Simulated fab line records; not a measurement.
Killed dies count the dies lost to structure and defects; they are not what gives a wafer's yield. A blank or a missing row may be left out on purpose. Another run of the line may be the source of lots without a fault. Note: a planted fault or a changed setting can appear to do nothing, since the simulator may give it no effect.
Matching of chambers / flow n5-finfet / 4 sister chambers for N5_HKMG_FIN_ETCH_32 on rie-diel-04
The step etches SOC in N2/H2, target depth 240 nm, time 300 s. 4 wafers are shown with their chamber, then 8 later ones without.

## WAFERS, EACH WITH ITS CHAMBER
wafer=L092.1; chamber=3; showerhead-plenum-p-Torr (Torr)=2.47
wafer=L092.2; chamber=2; showerhead-plenum-p-Torr (Torr)=2.52
wafer=L092.4; chamber=1; showerhead-plenum-p-Torr (Torr)=2.60
wafer=L093.2; chamber=0; showerhead-plenum-p-Torr (Torr)=2.47

## WAFERS WHOSE CHAMBER IS MISSING
wafer=L093.3; showerhead-plenum-p-Torr (Torr)=2.47
wafer=L093.4; showerhead-plenum-p-Torr (Torr)=2.60
wafer=L095.2; showerhead-plenum-p-Torr (Torr)=2.47
wafer=L095.5; showerhead-plenum-p-Torr (Torr)=2.47
wafer=L095.6; showerhead-plenum-p-Torr (Torr)=2.60
wafer=L096.4; showerhead-plenum-p-Torr (Torr)=2.51
wafer=L096.5; showerhead-plenum-p-Torr (Torr)=2.47
wafer=L096.6; showerhead-plenum-p-Torr (Torr)=2.47

## WHICH CHAMBER EACH ONE RAN IN
wafer=L093.3; from the rows above=can't be placed: 0 or 3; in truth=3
wafer=L093.4; from the rows above=1; in truth=1
wafer=L095.2; from the rows above=can't be placed: 0 or 3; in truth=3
wafer=L095.5; from the rows above=can't be placed: 0 or 3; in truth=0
wafer=L095.6; from the rows above=1; in truth=1
wafer=L096.4; from the rows above=2; in truth=2
wafer=L096.5; from the rows above=can't be placed: 0 or 3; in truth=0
wafer=L096.6; from the rows above=can't be placed: 0 or 3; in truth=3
Correct placement for 3 of the 8. From these rows, 5 cannot be placed; in 5 the true chamber is one of the candidates. Number placed wrongly: 0.
How it was worked out, from the rows above alone: a wafer's distance from a chamber is the root of the sum, over the readings, of the square of ((its reading less the chamber's mean) divided by the reading's scatter). If the next closest chamber is less than 2 further off than the closest, the wafer can't be placed; otherwise it belongs to the closest. A chamber's mean is the mean of its shown wafers. The scatter: with one shown wafer a chamber, the root of the mean of the squares of how far each hidden wafer lies from its nearest shown one.
